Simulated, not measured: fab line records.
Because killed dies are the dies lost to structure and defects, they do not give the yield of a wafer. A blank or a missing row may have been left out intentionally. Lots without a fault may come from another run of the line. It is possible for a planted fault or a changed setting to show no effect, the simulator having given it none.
fab line records	flow nand-harc
[record] lots = 14	wafers = 42	last-day = 32
route steps=1302 shown P_M0@284 P_M1@292
lots with no fault: from the same line, run without faults
start-h: the number of hours between the record's first day and the start of the first shown wafer of the lot	wait-h: hours elapsed since this lot's preceding step	" same as the row above	L1.1+2: several wafers, shown together as one row	- either no value or no given start	* or withheld: withheld	< > ~ a bound
route shown NAME@n: a module of which the file shows steps, and the number in the route of the first	usual: the fault-free wafers' mean and standard deviation	same: alike in all rows	chamber/n: place in a boat	sites: the reading at each site	_std_site: their standard deviation	_edge_site: inner sites' mean taken away from outer sites' mean	radius-mm: for every site, how far away it sits from the centre of the wafer	mask NAME#n: copy n	behind: tool/chamber where the wafer was last shaped	hold: why the lot was held/for how many hours/how that ended	device: whichever transistor did not switch (one of n, p or np)	end of line: the same wafers' tests at the end of the route	where a step has no rows: the recipe by itself	killed: the dies lost at the first sort to structure and to defects; this is not the yield of the wafer	map: shows each die of a wafer: x if killed, . if not, _ if none is there
set.NAME: the run value of the setting; set.NAME@STEP: its run value at that earlier step	model.NAME: the simulator's own value behind a step, which no gauge read
the route's steps for a sample of lots (tables are steps, rows are wafers)
services: from which hour (start-h, from the record's first day; less than 0 if before it) a tool's chamber was out of use, for how many hours, and why
[[steps]]
[step NHARC_P_M0_DEP_32]
[recipe] target-thk-a = 300	temp-c = 370	target-thk-nm = 30	pressure-torr = 3	flow-sccm = 200	rf-w = 450	material = SiCN
[usual] heater-power-outer-w = 323/52	heater-power-w = 564/78
lot.wafer	tool	chamber	start-h	wait-h	heater-power-outer-w	heater-power-w
L387.2	pecvd-02	2	128.30	0.1	222	421
L387.3	"	0	"	"	322	596
L387.5	"	2	"	"	221	419
L388.1	pecvd-03	1	136.19	0.1	374	615
L388.2	"	2	"	"	366	589
L388.4	"	0	"	"	300	522
L389.2	pecvd-02	2	148.15	0.1	208	402
L389.1	"	0	"	"	339	595
L389.6	"	0	"	"	326	590
L390.2	pecvd-03	2	152.37	0.1	350	588
L390.6	"	1	"	"	332	573
L390.5	"	0	"	"	355	599
L391.3	pecvd-03	0	167.41	0.1	341	598
L391.2	"	1	"	"	345	584
L391.6	"	2	"	"	282	493
L392.1	pecvd-02	0	175.08	0.1	341	627
L392.3	"	1	"	"	257	472
L392.6	"	2	"	"	261	466
L393.3	pecvd-04	2	186.96	0.1	302	559
L393.2	"	0	"	"	430	757
L393.5	"	2	"	"	309	564
L394.3	pecvd-03	1	200.82	0.1	341	586
L394.6	"	2	"	"	362	606
L394.5	"	0	"	"	337	564
L396.2	pecvd-03	0	220.19	0.1	347	569
L396.6	"	1	"	"	379	626
L396.5	"	2	"	"	339	576
L397.1	pecvd-02	0	226.25	0.1	375	669
L397.2	"	1	"	"	318	551
L397.4	"	0	"	"	370	650
L398.1	pecvd-03	0	235.68	0.1	336	565
L398.3	"	1	"	"	288	514
L398.6	"	0	"	"	335	583
L400.3	pecvd-04	1	258.61	0.1	328	544
L400.6	"	2	"	"	294	536
L400.4	"	1	"	"	316	541
L404.3	pecvd-02	0	291.70	0.1	358	638
L404.1	"	1	"	"	270	484
L404.2	"	2	"	"	257	474
L408.6	pecvd-03	1	332.42	0.2	317	553
L408.5	"	2	"	"	353	595
L408.4	"	0	"	"	375	605
[step NHARC_P_M1_EXPOSE_06]
[recipe] na = 1.35	target-cd-nm = 130	dose-mj = 81.88	mask-id = P_M1
[usual] exposure-dose-mJ-cm2 = 81.88/0.089
lot.wafer	tool	chamber	start-h	wait-h	mask	exposure-dose-mJ-cm2
L387.2	arfi-scanner-03	0	129.24	-	P_M1#0	81.85
L387.3	"	0	"	"	P_M1#0	81.80
L387.5	"	0	"	"	P_M1#0	81.88
L388.1	arfi-scanner-01	0	137.29	-	P_M1#0	81.93
L388.2	"	0	"	"	P_M1#0	81.91
L388.4	"	0	"	"	P_M1#0	81.82
L389.1	arfi-scanner-01	0	149.09	-	P_M1#0	81.79
L389.2	"	0	"	"	P_M1#0	81.81
L389.6	"	0	"	"	P_M1#0	81.92
L390.2	arfi-scanner-03	0	153.45	-	P_M1#0	81.94
L390.5	"	0	"	"	P_M1#0	81.88
L390.6	"	0	"	"	P_M1#0	81.82
L391.2	arfi-scanner-03	0	168.50	-	P_M1#0	81.99
L391.3	"	0	"	"	P_M1#0	81.95
L391.6	"	0	"	"	P_M1#0	82.04
L392.1	arfi-scanner-01	0	176.14	-	P_M1#0	81.98
L392.3	"	0	"	"	P_M1#0	81.94
L392.6	"	0	"	"	P_M1#0	81.94
L393.2	arfi-scanner-02	0	188.03	-	P_M1#0	81.97
L393.3	"	0	"	"	P_M1#0	81.82
L393.5	"	0	"	"	P_M1#0	81.90
L394.3	arfi-scanner-01	0	201.82	-	P_M1#0	82.05
L394.5	"	0	"	"	P_M1#0	82.04
L394.6	"	0	"	"	P_M1#0	81.89
L396.2	arfi-scanner-02	0	221.30	-	P_M1#0	81.79
L396.5	"	0	"	"	P_M1#0	81.81
L396.6	"	0	"	"	P_M1#0	81.83
L397.1	arfi-scanner-03	0	227.34	-	P_M1#0	81.77
L397.2	"	0	"	"	P_M1#0	81.88
L397.4	"	0	"	"	P_M1#0	81.80
L398.1	arfi-scanner-02	0	236.73	-	P_M1#0	81.94
L398.3	"	0	"	"	P_M1#0	81.88
L398.6	"	0	"	"	P_M1#0	81.78
L400.3	arfi-scanner-01	0	259.68	-	P_M1#0	81.77
L400.4	"	0	"	"	P_M1#0	81.93
L400.6	"	0	"	"	P_M1#0	81.96
L404.1	arfi-scanner-01	0	292.68	-	P_M1#0	58.68
L404.2	"	0	"	"	P_M1#0	58.70
L404.3	"	0	"	"	P_M1#0	58.76
L408.4	arfi-scanner-01	0	333.42	-	P_M1#0	63.38
L408.5	"	0	"	"	P_M1#0	63.57
L408.6	"	0	"	"	P_M1#0	63.58
[step NHARC_P_M1_CD_MEAS_09]
[recipe] target-cd-nm = 130	landing-energy-ev = 500
[usual] cd-nm = 129.9/0.69
lot.wafer	tool	chamber	start-h	wait-h	cd-nm
L387.2	cd-sem-02	0	129.38	-	129.9
L387.3	"	0	"	"	130.0
L387.5	"	0	"	"	130.8
L388.1	cd-sem-03	0	137.43	-	129.5
L388.2	"	0	"	"	128.8
L388.4	"	0	"	"	129.3
L389.1	cd-sem-03	0	149.23	-	128.8
L389.2	"	0	"	"	128.5
L389.6	"	0	"	"	128.7
L390.2	cd-sem-03	0	153.59	-	130.6
L390.5	"	0	"	"	130.0
L390.6	"	0	"	"	130.5
L391.2	cd-sem-03	0	168.63	-	129.9
L391.3	"	0	"	"	129.4
L391.6	"	0	"	"	130.4
L392.1	cd-sem-02	0	176.29	-	130.0
L392.3	"	0	"	"	130.5
L392.6	"	0	"	"	130.3
L393.2	cd-sem-02	0	188.16	-	128.7
L393.3	"	0	"	"	129.2
L393.5	"	0	"	"	130.4
L394.3	cd-sem-03	0	201.96	-	130.4
L394.5	"	0	"	"	129.5
L394.6	"	0	"	"	130.9
L396.2	cd-sem-03	0	221.44	-	129.0
L396.5	"	0	"	"	129.5
L396.6	"	0	"	"	129.8
L397.1	cd-sem-03	0	227.48	-	130.3
L397.2	"	0	"	"	129.3
L397.4	"	0	"	"	130.1
L398.1	cd-sem-01	0	236.86	-	129.2
L398.3	"	0	"	"	129.0
L398.6	"	0	"	"	128.5
L400.3	cd-sem-01	0	259.81	-	131.0
L400.4	"	0	"	"	130.5
L400.6	"	0	"	"	130.9
L404.1	cd-sem-02	0	292.82	-	110.3
L404.2	"	0	"	"	110.7
L404.3	"	0	"	"	110.4
L408.4	cd-sem-01	0	333.55	-	115.4
L408.5	"	0	"	"	114.7
L408.6	"	0	"	"	114.7
[step NHARC_P_M1_ETCH_35]
[recipe] target-depth-a = 400	overetch-a = 120	time-s = 43.94	ion-energy-ev = 200	n2-flow-sccm = 150	h2-flow-sccm = 150	ar-flow-sccm = 0	rf-w = 400	bias-w = 150	chemistry = N2/H2
[usual] drypump-motor-current-A = 5.7/0.49	oes-product-au = 1.000/0.0082	rf-vpp-V = 429.6/2.6	showerhead-plenum-p-Torr = 2.01/0.089	throttle-valve-pct = 14.172/0.0099
lot.wafer	tool	chamber	start-h	wait-h	drypump-motor-current-A	oes-product-au	rf-hours-counter-h	rf-vpp-V	showerhead-plenum-p-Torr	throttle-valve-pct
L387.2	rie-diel-05	3	129.65	0.1	5.0	1.006	21	427.4	1.91	14.159
L387.3	"	2	"	"	6.3	0.998	27	427.7	1.97	14.176
L387.5	"	0	"	"	5.5	1.008	-	431.8	2.15	14.165
L388.1	rie-diel-02	3	137.70	0.1	6.3	0.998	5	432.7	2.09	14.159
L388.2	"	1	"	"	5.2	0.997	5	425.7	1.92	14.158
L388.4	"	2	"	"	5.8	0.998	5	431.7	2.12	14.146
L389.2	rie-diel-02	0	149.51	0.1	5.7	1.002	6	428.1	1.93	14.180
L389.1	"	1	"	"	5.2	0.998	6	428.6	1.91	14.151
L389.6	"	0	"	"	5.7	1.003	-	426.4	1.93	14.188
L390.2	rie-diel-02	3	153.86	0.1	6.3	0.996	6	431.8	2.09	14.158
L390.6	"	3	"	"	6.3	0.982	-	431.5	2.09	14.154
L390.5	"	0	"	"	5.7	0.987	-	427.8	1.93	14.187
L391.3	rie-diel-02	1	168.90	0.1	5.2	0.991	7	427.0	1.91	14.183
L391.2	"	0	"	"	5.7	1.001	7	426.6	1.92	14.187
L391.6	"	2	"	"	5.8	1.003	-	434.4	2.12	14.178
L392.1	rie-diel-06	2	176.57	0.1	4.7	0.991	4	428.6	1.99	14.179
L392.3	"	3	"	"	5.5	1.009	4	432.3	2.16	14.184
L392.6	"	0	"	"	6.1	1.007	-	428.3	1.91	14.166
L393.3	rie-diel-02	3	188.43	0.1	6.3	0.995	8	430.7	2.09	14.164
L393.2	"	0	"	"	5.7	1.005	8	426.6	1.92	14.185
L393.5	"	0	"	"	5.7	1.006	-	427.1	1.92	14.173
L394.3	rie-diel-02	3	202.23	0.1	6.3	1.002	10	432.6	2.09	14.178
L394.5	"	2	"	"	5.8	1.002	-	432.9	2.12	14.182
L394.6	"	3	"	"	6.3	0.995	-	431.4	2.08	14.170
L396.2	rie-diel-06	1	221.72	0.1	5.7	0.995	7	430.3	1.99	14.156
L396.6	"	2	"	"	4.7	1.003	-	430.0	1.99	14.172
L396.5	"	3	"	"	5.5	0.995	-	433.5	2.16	14.170
L397.4	rie-diel-06	1	227.75	0.1	5.7	0.988	8	431.7	1.99	14.167
L397.2	"	3	"	"	5.5	1.001	7	434.2	2.16	14.178
L397.1	"	0	"	"	6.1	1.005	7	426.8	1.91	14.163
L398.3	rie-diel-02	3	237.14	0.1	6.3	0.996	2	430.5	2.08	14.177
L398.1	"	1	"	"	5.2	0.994	2	427.4	1.91	14.180
L398.6	"	0	"	"	5.7	1.001	-	428.8	1.92	14.192
L400.3	rie-diel-05	0	260.13	0.1	5.5	0.999	7	432.8	2.14	14.184
L400.4	"	2	"	"	6.3	0.985	4	427.8	1.95	14.170
L400.6	"	1	"	"	6.6	0.990	-	428.4	1.99	14.165
L404.2	rie-diel-06	2	293.10	0.1	4.7	1.004	13	428.6	1.99	14.192
L404.3	"	3	"	"	5.5	0.993	11	433.1	2.15	14.172
L404.1	"	0	"	"	6.1	0.997	12	425.9	1.91	14.173
L408.4	rie-diel-06	0	333.81	0.1	6.1	1.006	2	426.7	1.91	14.169
L408.5	"	0	"	"	6.1	1.008	-	426.3	1.91	14.171
L408.6	"	1	"	"	5.7	1.008	-	428.3	1.99	14.161
[step NHARC_P_M1_ETCH_15]
[recipe] target-depth-a = 1825	time-s = 91.2	c4f8-flow-sccm = withheld	ar-flow-sccm = 400	rf-w = 600	bias-w = 300	chemistry = C4F8/Ar
[usual] oes-product-au = 0.954/0.02	rf-vpp-V = 440.0/2.7
lot.wafer	tool	chamber	start-h	wait-h	oes-product-au	rf-hours-counter-h	rf-vpp-V
L387.3	rie-diel-05	0	-	-	0.948	21	443.3
L387.2	"	1	"	"	0.965	27	438.9
L387.5	"	0	"	"	0.973	-	444.4
L388.4	rie-diel-02	2	-	-	0.982	5	443.0
L388.2	"	3	"	"	0.963	5	442.0
L388.1	"	1	"	"	0.976	5	435.8
L389.1	rie-diel-02	0	-	-	0.957	6	439.1
L389.2	"	1	"	"	0.950	6	437.8
L389.6	"	0	"	"	0.971	-	437.5
L390.2	rie-diel-02	1	-	-	0.955	6	438.0
L390.6	"	2	"	"	0.957	-	442.9
L390.5	"	3	"	"	0.958	-	443.1
L391.2	rie-diel-02	2	-	-	0.970	7	444.4
L391.3	"	0	"	"	0.964	7	436.4
L391.6	"	1	"	"	0.958	-	438.7
L392.3	rie-diel-06	3	-	-	0.966	4	444.0
L392.1	"	1	"	"	0.962	4	440.7
L392.6	"	2	"	"	0.983	-	440.1
L393.2	rie-diel-02	2	-	-	0.972	8	441.5
L393.3	"	3	"	"	0.970	8	440.6
L393.5	"	1	"	"	0.959	-	438.0
L394.3	rie-diel-02	0	-	-	0.928	9	436.9
L394.6	"	3	"	"	0.927	-	442.6
L394.5	"	0	"	"	0.915	-	438.4
L396.2	rie-diel-06	1	-	-	0.970	7	439.3
L396.6	"	1	"	"	0.961	-	439.6
L396.5	"	2	"	"	0.979	-	438.3
L397.1	rie-diel-06	2	-	-	0.932	8	438.8
L397.2	"	0	"	"	0.930	7	437.2
L397.4	"	1	"	"	0.922	8	439.8
L398.3	rie-diel-02	2	-	-	0.973	1	442.7
L398.1	"	3	"	"	0.955	2	439.9
L398.6	"	2	"	"	0.976	-	441.8
L400.4	rie-diel-05	1	-	-	0.949	5	439.3
L400.3	"	2	"	"	0.942	4	437.8
L400.6	"	3	"	"	0.962	-	437.7
L404.3	rie-diel-06	1	-	-	0.971	14	439.7
L404.2	"	3	"	"	0.954	11	443.2
L404.1	"	0	"	"	0.958	12	437.6
L408.4	rie-diel-06	2	-	-	0.985	1	439.9
L408.5	"	1	"	"	0.997	-	439.8
L408.6	"	2	"	"	0.981	-	439.4
[[services]]
tool	chamber	start-h	hours	kind
arfi-scanner-03	-	112.57	0.3	repair
pecvd-03	0	115.06	4.3	repair
rie-diel-06	-	130.23	9.0	pm
rie-diel-05	0	133.98	3.9	repair
pecvd-02	-	135.45	1.2	repair
arfi-scanner-01	-	141.51	1.6	repair
rie-diel-06	0	155.08	11.2	repair
rie-diel-05	0	159.05	37.6	repair
rie-diel-05	1	168.30	2.3	repair
pecvd-03	-	185.22	13.0	pm
rie-diel-02	0	192.96	6.3	repair
arfi-scanner-03	-	196.00	4.0	pm
rie-diel-02	-	216.70	9.0	pm
arfi-scanner-03	-	217.34	1.0	repair
pecvd-02	-	227.11	13.0	pm
pecvd-03	-	228.96	1.7	repair
rie-diel-06	3	239.80	15.4	repair
pecvd-03	1	244.52	10.2	repair
arfi-scanner-01	-	252.00	4.0	pm
pecvd-03	-	273.25	2.5	repair
rie-diel-02	2	277.98	14.9	repair
arfi-scanner-01	-	280.68	0.5	repair
rie-diel-06	-	295.51	0.4	repair
rie-diel-06	-	307.23	9.0	pm
[[key]]
[first-sign] step = NHARC_P_M1_EXPOSE_06	reading = exposure-dose-mJ-cm2	direction = down	sigmas = 99+	usual = 81.88	struck = 61.11
[effect] step = NHARC_P_M1_CD_MEAS_09	reading = cd-nm	direction = down	sigmas = 25	usual = 129.9	struck = 112.7	through = control-loop
met-at NHARC_P_M1_EXPOSE_06
struck-lots L404,L408
sort-left-out L404.1,L404.2,L404.3,L408.4,L408.5,L408.6
[loop-trim] step = NHARC_P_M1_EXPOSE_06	setting = dose	lots = L408
not-acting-at NHARC_P_M0_DEP_32,NHARC_P_M1_ETCH_35,NHARC_P_M1_ETCH_15
onset-between 259.68 292.68
[fault] kind = process-parameter-drift	tool = arfi-scanner-01	chamber = -	onset-h = 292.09	steps = NHARC_P_M1_EXPOSE_06	channel = dose-mj	offset = -23.165	shape = step	acts-in = these-recipes-only	stated = 81.88
// sort-left-out: the simulated sort isn't trusted on such a fault, so these wafers' sort isn't shown, and their yield isn't known
// loop-trim: a control loop set the setting to another value than it would have without faults
